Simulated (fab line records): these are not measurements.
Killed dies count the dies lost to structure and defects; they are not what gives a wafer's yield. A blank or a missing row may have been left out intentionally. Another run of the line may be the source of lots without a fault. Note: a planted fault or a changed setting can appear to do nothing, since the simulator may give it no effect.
Matching of chambers :: flow nand_harc :: rie_diel-02 running NHARC_P_M1_DESCUM_14: 4 sister chambers
The step chemistry O2, time 3 s. 7 wafers are shown with their chamber, then 7 later ones without.

## EACH WAFER AND ITS CHAMBER
wafer: L083.1
chamber: 1
drypump_motor_current_A (A): 6.0
oes_product_au (a.u.): 1.009

wafer: L083.3
chamber: 0
drypump_motor_current_A (A): 5.8
oes_product_au (a.u.): 1.008

wafer: L084.1
chamber: 1
drypump_motor_current_A (A): 6.0
oes_product_au (a.u.): 1.022

wafer: L084.2
chamber: 0
drypump_motor_current_A (A): 5.7
oes_product_au (a.u.): 1.020

wafer: L084.4
chamber: 2
drypump_motor_current_A (A): 6.0
oes_product_au (a.u.): 1.009

wafer: L093.2
chamber: 2
drypump_motor_current_A (A): 6.0
oes_product_au (a.u.): 1.009

wafer: L093.4
chamber: 3
drypump_motor_current_A (A): 5.9
oes_product_au (a.u.): 0.995

## WAFERS MISSING THEIR CHAMBER
wafer: L093.6
drypump_motor_current_A (A): 6.0
oes_product_au (a.u.): 1.013

wafer: L096.1
drypump_motor_current_A (A): 6.0
oes_product_au (a.u.): 1.019

wafer: L096.3
drypump_motor_current_A (A): 6.0
oes_product_au (a.u.): 1.025

wafer: L096.5
drypump_motor_current_A (A): 5.9
oes_product_au (a.u.): 1.003

wafer: L095.2
drypump_motor_current_A (A): 5.8
oes_product_au (a.u.): 1.000

wafer: L095.4
drypump_motor_current_A (A): 6.0
oes_product_au (a.u.): 1.015

wafer: L095.6
drypump_motor_current_A (A): 6.0
oes_product_au (a.u.): 1.009

## WHICH CHAMBER EACH ONE RAN IN
wafer: L093.6
from the rows above: can't be placed: 1 or 2
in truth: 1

wafer: L096.1
from the rows above: can't be placed: 1 or 2
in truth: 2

wafer: L096.3
from the rows above: can't be placed: 1 or 2
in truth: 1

wafer: L096.5
from the rows above: can't be placed: 3 or 2 or 1
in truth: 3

wafer: L095.2
from the rows above: can't be placed: 0 or 3
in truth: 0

wafer: L095.4
from the rows above: can't be placed: 1 or 2
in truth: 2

wafer: L095.6
from the rows above: can't be placed: 2 or 1
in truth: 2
Correct placement for 0 of the 7. Not placeable from these rows: 7 (in 7, the candidates include the true chamber). Placed wrongly: 0.
How it was worked out, from the rows above alone: a wafer's distance from a chamber is the root of the sum, over the readings, of the square of ((its reading less the chamber's mean) divided by the reading's scatter). If the next closest chamber is less than 2 further off than the closest, the wafer can't be placed; otherwise it belongs to the closest. For every chamber, the mean is computed from those of its wafers that are shown. The scatter is the square root of a quotient: the sum, over the shown wafers, of each reading's squared deviation from its chamber's mean, divided by wafers minus chambers.
